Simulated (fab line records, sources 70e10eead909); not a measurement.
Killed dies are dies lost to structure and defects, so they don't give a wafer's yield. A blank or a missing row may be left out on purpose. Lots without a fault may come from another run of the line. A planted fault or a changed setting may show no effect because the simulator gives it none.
Which tool did it? | flow nand_harc | 13 lots, 39 wafers sampled, at 5 steps of a route of 1302

WHAT THE GAUGES READ, wafer by wafer
NHARC_A_BONDPAD_THK_MEAS_20: measures by xrf. Usual: thk_nm 170.0 nm, standard deviation 1.5.
lot  | measured     | on            | thk_nm (nm)       | flag
L690 | day 22 21:50 | film_metro-02 | 170.7 167.6 170.4 |
L691 | day 23 19:35 | film_metro-02 | 169.7 171.8 173.1 |
L692 | day 23 19:07 | film_metro-01 | 169.6 169.0 170.4 |
L695 | day 25 21:55 | film_metro-01 | 169.7 168.5 168.7 |
L697 | day 26 14:11 | film_metro-01 | 167.9 169.8 169.9 |
L698 | day 26 14:42 | film_metro-01 | 169.9 170.6 170.3 |
L699 | day 27 10:31 | film_metro-02 | 169.0 172.6 171.4 |
L700 | day 27 15:49 | film_metro-01 | 170.2 170.4 168.8 |
L701 | day 27 19:25 | film_metro-02 | 169.1 172.0 171.1 |
L707 | day 31 04:34 | film_metro-02 | 170.2 170.7 168.4 |
L708 | day 31 05:12 | film_metro-02 | 171.6 171.7 169.0 |
L709 | day 31 09:39 | film_metro-01 | 169.2 169.3 167.5 |
L713 | day 32 20:03 | film_metro-02 | 172.1 171.9 169.6 |

NHARC_END_WLT_00. Usual: VT_DECK1_BOTTOM 0.872, standard deviation 0.008; VT_DECK1_BOTTOM_INNER 0.872, standard deviation 0.0084; VT_DECK1_MEDIAN_NEAR_BOTTOM 0.873, standard deviation 0.0081; VT_DECK1_MEDIAN_NEAR_BOTTOM_INNER 0.874, standard deviation 0.0081; VT_DECK1_MIDDLE 0.885, standard deviation 0.0082; VT_DECK1_MIDDLE_INNER 0.885, standard deviation 0.008; VT_DECK1_TOP 0.896, standard deviation 0.0079; VT_DECK1_TOP_INNER 0.897, standard deviation 0.0081; VT_DECK2_BOTTOM 0.873, standard deviation 0.0071; VT_DECK2_BOTTOM_INNER 0.873, standard deviation 0.0079; VT_DECK2_MEDIAN_NEAR_BOTTOM 0.874, standard deviation 0.0077; VT_DECK2_MEDIAN_NEAR_BOTTOM_INNER 0.874, standard deviation 0.0081; VT_DECK2_MIDDLE 0.886, standard deviation 0.008; VT_DECK2_MIDDLE_INNER 0.886, standard deviation 0.0068; VT_DECK2_TOP 0.898, standard deviation 0.008; VT_DECK2_TOP_INNER 0.898, standard deviation 0.0077.
lot  | measured     | on        | VT_DECK1_BOTTOM   | VT_DECK1_BOTTOM_INNER | VT_DECK1_MEDIAN_NEAR_BOTTOM | VT_DECK1_MEDIAN_NEAR_BOTTOM_INNER | VT_DECK1_MIDDLE   | VT_DECK1_MIDDLE_INNER | VT_DECK1_TOP      | VT_DECK1_TOP_INNER | VT_DECK2_BOTTOM   | VT_DECK2_BOTTOM_INNER | VT_DECK2_MEDIAN_NEAR_BOTTOM | VT_DECK2_MEDIAN_NEAR_BOTTOM_INNER | VT_DECK2_MIDDLE   | VT_DECK2_MIDDLE_INNER | VT_DECK2_TOP      | VT_DECK2_TOP_INNER | flag
L690 | day 24 06:50 | prober-02 | 0.871 0.875 0.877 | 0.878 0.866 0.881     | 0.876 0.874 0.885           | 0.881 0.875 0.881                 | 0.891 0.879 0.889 | 0.884 0.890 0.886     | 0.898 0.900 0.901 | 0.895 0.890 0.896  | 0.872 0.873 0.875 | 0.871 0.868 0.879     | 0.862 0.871 0.875           | 0.874 0.869 0.873                 | 0.881 0.882 0.881 | 0.883 0.892 0.882     | 0.894 0.891 0.901 | 0.894 0.893 0.896  |
L691 | day 24 20:25 | prober-02 | 0.868 0.873 0.869 | 0.869 0.871 0.878     | 0.869 0.876 0.877           | 0.876 0.873 0.872                 | 0.890 0.893 0.894 | 0.886 0.887 0.888     | 0.905 0.896 0.898 | 0.901 0.898 0.896  | 0.870 0.878 0.863 | 0.875 0.874 0.875     | 0.875 0.875 0.870           | 0.879 0.876 0.868                 | 0.877 0.884 0.870 | 0.877 0.886 0.874     | 0.896 0.889 0.892 | 0.890 0.911 0.897  |
L692 | day 24 20:55 | prober-01 | 0.865 0.862 0.878 | 0.864 0.868 0.867     | 0.865 0.872 0.872           | 0.864 0.865 0.865                 | 0.887 0.874 0.892 | 0.891 0.878 0.888     | 0.887 0.890 0.887 | 0.890 0.890 0.892  | 0.868 0.869 0.864 | 0.871 0.857 0.863     | 0.861 0.866 0.865           | 0.869 0.863 0.873                 | 0.885 0.877 0.890 | 0.885 0.879 0.874     | 0.891 0.894 0.889 | 0.878 0.892 0.893  |
L695 | day 27 01:06 | prober-02 | 0.855 0.865 0.873 | 0.859 0.864 0.871     | 0.858 0.858 0.867           | 0.867 0.856 0.873                 | 0.878 0.875 0.875 | 0.870 0.882 0.882     | 0.889 0.885 0.881 | 0.895 0.887 0.890  | 0.869 0.873 0.875 | 0.870 0.880 0.878     | 0.877 0.879 0.878           | 0.880 0.873 0.882                 | 0.890 0.891 0.892 | 0.891 0.897 0.886     | 0.911 0.899 0.896 | 0.899 0.896 0.908  |
L697 | day 27 15:14 | prober-02 | 0.870 0.860 0.863 | 0.865 0.866 0.872     | 0.870 0.868 0.866           | 0.872 0.864 0.871                 | 0.890 0.883 0.880 | 0.886 0.881 0.886     | 0.894 0.899 0.887 | 0.892 0.896 0.894  | 0.883 0.879 0.876 | 0.871 0.875 0.874     | 0.879 0.881 0.866           | 0.877 0.884 0.880                 | 0.889 0.891 0.893 | 0.892 0.896 0.888     | 0.907 0.897 0.899 | 0.900 0.904 0.897  |
L698 | day 27 18:35 | prober-01 | 0.860 0.865 0.872 | 0.861 0.856 0.863     | 0.856 0.861 0.864           | 0.857 0.861 0.874                 | 0.876 0.880 0.878 | 0.877 0.879 0.873     | 0.891 0.889 0.890 | 0.889 0.890 0.895  | 0.870 0.867 0.884 | 0.866 0.869 0.872     | 0.866 0.869 0.876           | 0.870 0.864 0.869                 | 0.888 0.878 0.887 | 0.891 0.885 0.883     | 0.891 0.900 0.900 | 0.896 0.898 0.900  |
L699 | day 28 11:26 | prober-02 | 0.867 0.876 0.872 | 0.867 0.883 0.862     | 0.868 0.868 0.866           | 0.864 0.873 0.867                 | 0.881 0.888 0.877 | 0.879 0.890 0.885     | 0.891 0.900 0.897 | 0.887 0.891 0.892  | 0.884 0.877 0.880 | 0.883 0.873 0.878     | 0.879 0.883 0.886           | 0.882 0.868 0.891                 | 0.895 0.881 0.896 | 0.889 0.885 0.900     | 0.905 0.899 0.903 | 0.903 0.903 0.902  |
L700 | day 28 16:05 | prober-01 | 0.863 0.871 0.875 | 0.872 0.871 0.872     | 0.871 0.871 0.878           | 0.876 0.873 0.877                 | 0.886 0.882 0.881 | 0.889 0.890 0.892     | 0.899 0.892 0.904 | 0.905 0.906 0.895  | 0.880 0.876 0.886 | 0.874 0.885 0.883     | 0.885 0.886 0.882           | 0.874 0.884 0.887                 | 0.882 0.893 0.889 | 0.892 0.891 0.891     | 0.900 0.906 0.902 | 0.905 0.904 0.913  |
L701 | day 29 05:32 | prober-02 | 0.871 0.890 0.879 | 0.877 0.886 0.875     | 0.883 0.885 0.874           | 0.879 0.884 0.877                 | 0.887 0.897 0.901 | 0.896 0.892 0.886     | 0.907 0.902 0.905 | 0.911 0.906 0.911  | 0.888 0.874 0.882 | 0.888 0.886 0.882     | 0.883 0.884 0.885           | 0.886 0.887 0.878                 | 0.895 0.898 0.897 | 0.895 0.885 0.889     | 0.902 0.904 0.902 | 0.899 0.910 0.900  |
L707 | day 32 10:06 | prober-01 | 0.944 0.948 0.942 | 0.945 0.952 0.945     | 0.944 0.943 0.944           | 0.946 0.952 0.944                 | 0.954 0.956 0.968 | 0.968 0.973 0.964     | 0.977 0.974 0.982 | 0.979 0.979 0.974  | 0.868 0.869 0.875 | 0.870 0.863 0.868     | 0.871 0.880 0.864           | 0.871 0.867 0.871                 | 0.890 0.886 0.880 | 0.876 0.885 0.882     | 0.899 0.895 0.896 | 0.892 0.894 0.894  | OFF
L708 | day 32 17:58 | prober-01 | 0.871 0.861 0.868 | 0.870 0.867 0.867     | 0.868 0.862 0.866           | 0.869 0.859 0.867                 | 0.876 0.875 0.873 | 0.874 0.875 0.881     | 0.895 0.891 0.882 | 0.889 0.892 0.890  | 0.866 0.873 0.872 | 0.865 0.876 0.876     | 0.869 0.877 0.863           | 0.864 0.865 0.869                 | 0.881 0.884 0.882 | 0.890 0.885 0.886     | 0.891 0.901 0.895 | 0.894 0.887 0.888  |
L709 | day 33 01:49 | prober-01 | 0.865 0.874 0.860 | 0.864 0.863 0.876     | 0.868 0.875 0.875           | 0.864 0.863 0.877                 | 0.881 0.880 0.888 | 0.881 0.882 0.883     | 0.897 0.889 0.896 | 0.896 0.892 0.902  | 0.878 0.870 0.870 | 0.880 0.874 0.876     | 0.884 0.879 0.877           | 0.882 0.869 0.884                 | 0.891 0.891 0.892 | 0.893 0.889 0.889     | 0.891 0.902 0.910 | 0.899 0.901 0.898  |
L713 | day 33 22:31 | prober-02 | 0.869 0.867 0.874 | 0.873 0.879 0.874     | 0.871 0.875 0.878           | 0.875 0.885 0.871                 | 0.893 0.900 0.893 | 0.885 0.887 0.876     | 0.889 0.900 0.890 | 0.895 0.897 0.897  | 0.869 0.879 0.867 | 0.870 0.872 0.866     | 0.870 0.875 0.872           | 0.873 0.870 0.874                 | 0.888 0.885 0.876 | 0.887 0.892 0.883     | 0.906 0.900 0.896 | 0.899 0.898 0.898  |

WHICH TOOL RAN EACH LOT (tool, then ch and the chambers of the sampled wafers, then the start)
lot  | NHARC_A_CHANNEL_FILL_D1_CVD_18   | NHARC_THIN_TSV_DEP_43           | NHARC_THIN_TSV_CMP_21
L690 | lpcvd_poly-02 ch 0, day 9 13:07  | pecvd-01 ch 1,2, day 23 16:55   | cmp-04 ch 0,2, day 23 22:07
L691 | lpcvd_poly-01 ch 0, day 10 04:17 | pecvd-01 ch 1,2, day 24 06:46   | cmp-02 ch 0,1,3, day 24 12:41
L692 | lpcvd_poly-01 ch 0, day 10 04:17 | pecvd-01 ch 0,2, day 24 08:04   | cmp-04 ch 0,2,3, day 24 13:19
L695 | lpcvd_poly-01 ch 0, day 11 21:49 | pecvd-03 ch 0,1,2, day 26 09:38 | cmp-04 ch 0,1, day 26 14:33
L697 | lpcvd_poly-04 ch 0, day 12 23:20 | pecvd-01 ch 1,2, day 27 03:25   | cmp-02 ch 2,3, day 27 08:28
L698 | lpcvd_poly-04 ch 0, day 12 23:20 | pecvd-01 ch 0,1,2, day 27 02:10 | cmp-01 ch 0,2,3, day 27 07:35
L699 | lpcvd_poly-04 ch 0, day 13 17:15 | pecvd-04 ch 0,1, day 27 22:50   | cmp-02 ch 0,1, day 28 03:48
L700 | lpcvd_poly-01 ch 0, day 14 07:08 | pecvd-01 ch 0,1,2, day 28 03:34 | cmp-04 ch 0,1,3, day 28 08:36
L701 | lpcvd_poly-01 ch 0, day 14 16:09 | pecvd-01 ch 1,2, day 28 11:25   | cmp-04 ch 0,1, day 28 16:23
L707 | lpcvd_poly-01 ch 0, day 17 06:43 | pecvd-01 ch 0,2, day 31 17:31   | cmp-04 ch 1,2,3, day 31 22:38
L708 | lpcvd_poly-02 ch 0, day 17 16:13 | pecvd-01 ch 0,1,2, day 32 02:40 | cmp-02 ch 0,1,3, day 32 08:17
L709 | lpcvd_poly-02 ch 0, day 17 23:25 | pecvd-04 ch 0,1, day 32 05:08   | cmp-02 ch 0,2, day 32 10:16
L713 | lpcvd_poly-02 ch 0, day 19 07:05 | pecvd-04 ch 1,2, day 33 07:42   | cmp-02 ch 0,3, day 33 12:48
- NHARC_A_CHANNEL_FILL_D1_CVD_18: deposits poly-Si, target thk 3 nm.
- NHARC_THIN_TSV_DEP_43: deposits SiO2, target thk 1328.5 nm.
- NHARC_THIN_TSV_CMP_21: polishes, t overpolish 30 s, target thk 2000 nm.

WHAT THE TOOLS THEMSELVES READ (means of the sampled wafers that have a number; where no wafer has one, the mark that the record gives instead)
NHARC_A_CHANNEL_FILL_D1_CVD_18. Usual: spike_tc_bottom_C 573.3 C, standard deviation 1.3; tube_center_temp_C 550.01 C, standard deviation 0.05.
lot  | tool          | spike_tc_bottom_C (C) | tube_center_temp_C (C) | flag
L690 | lpcvd_poly-02 | 572.9                 | 549.99                 |
L691 | lpcvd_poly-01 | 573.8                 | 550.01                 |
L692 | lpcvd_poly-01 | 573.6                 | 549.97                 |
L695 | lpcvd_poly-01 | 574.3                 | 549.96                 |
L697 | lpcvd_poly-04 | 572.4                 | 549.95                 |
L698 | lpcvd_poly-04 | 572.8                 | 550.03                 |
L699 | lpcvd_poly-04 | 571.9                 | 549.99                 |
L700 | lpcvd_poly-01 | 574.9                 | 550.05                 |
L701 | lpcvd_poly-01 | 574.3                 | 550.00                 |
L707 | lpcvd_poly-01 | 574.3                 | 549.98                 |
L708 | lpcvd_poly-02 | 572.4                 | 550.01                 |
L709 | lpcvd_poly-02 | 573.2                 | 550.02                 |
L713 | lpcvd_poly-02 | 573.2                 | 550.00                 |

NHARC_THIN_TSV_DEP_43. Usual: throttle_valve_pct 16.6 %, standard deviation 0.55.
lot  | tool     | throttle_valve_pct (%) | flag
L690 | pecvd-01 | 16.1                   |
L691 | pecvd-01 | 16.3                   |
L692 | pecvd-01 | 16.7                   |
L695 | pecvd-03 | 16.4                   |
L697 | pecvd-01 | 16.5                   |
L698 | pecvd-01 | 16.6                   |
L699 | pecvd-04 | 16.7                   |
L700 | pecvd-01 | 16.7                   |
L701 | pecvd-01 | 16.5                   |
L707 | pecvd-01 | 16.5                   |
L708 | pecvd-01 | 16.5                   |
L709 | pecvd-04 | 16.9                   |
L713 | pecvd-04 | 16.6                   |

NHARC_THIN_TSV_CMP_21. Usual: edge_zone_pressure_frac 1.000, standard deviation 0.0051; motor_current_A 12.2 A, standard deviation 1.1; overpolish_run_s 30.002 s, standard deviation 0.0096.
lot  | tool   | edge_zone_pressure_frac | motor_current_A (A) | overpolish_run_s (s) | flag
L690 | cmp-04 | 1.007                   | 12.0                | 30.007               |
L691 | cmp-02 | 0.998                   | 13.1                | 30.009               |
L692 | cmp-04 | 1.002                   | 12.0                | 29.994               |
L695 | cmp-04 | 0.995                   | 11.3                | 30.011               |
L697 | cmp-02 | 1.004                   | 13.8                | 30.018               |
L698 | cmp-01 | 0.997                   | 12.2                | 30.003               |
L699 | cmp-02 | 0.996                   | 12.2                | 30.004               |
L700 | cmp-04 | 0.996                   | 12.1                | 29.996               |
L701 | cmp-04 | 1.000                   | 12.4                | 30.001               |
L707 | cmp-04 | 1.003                   | 11.2                | 30.000               |
L708 | cmp-02 | 1.000                   | 13.1                | 30.010               |
L709 | cmp-02 | 0.999                   | 11.4                | 29.993               |
L713 | cmp-02 | 0.999                   | 14.0                | 29.992               |

THE ANSWER, worked out from the rows above alone
Rule: a lot is off if the mean of its wafers that have a number lies more than 3 standard deviations from the usual mean. A lot without any number at a reading at which 4 lots or more have one is off too. The other lots that the step has rows for count as sound. The gauges are gone through in route order, then the tools' own readings, and for those a lot's mean is taken as printed above. The first step at which some lot is off is used, and at that step the reading that is off furthest; a lot without a number counts as furthest.
Off: L707, at NHARC_END_WLT_00 (VT_DECK1_MIDDLE_INNER).
A tool fits if, at a process step before that reading, it ran every lot that is off, and no sound lot after the first of them. The gauges at NHARC_END_WLT_00 are tried like those tools. Can't be told from this: 2 tools fit, lpcvd_poly-01 at NHARC_A_CHANNEL_FILL_D1_CVD_18, cmp-04 at NHARC_THIN_TSV_CMP_21.

WHAT THE SIMULATOR HAD PUT IN
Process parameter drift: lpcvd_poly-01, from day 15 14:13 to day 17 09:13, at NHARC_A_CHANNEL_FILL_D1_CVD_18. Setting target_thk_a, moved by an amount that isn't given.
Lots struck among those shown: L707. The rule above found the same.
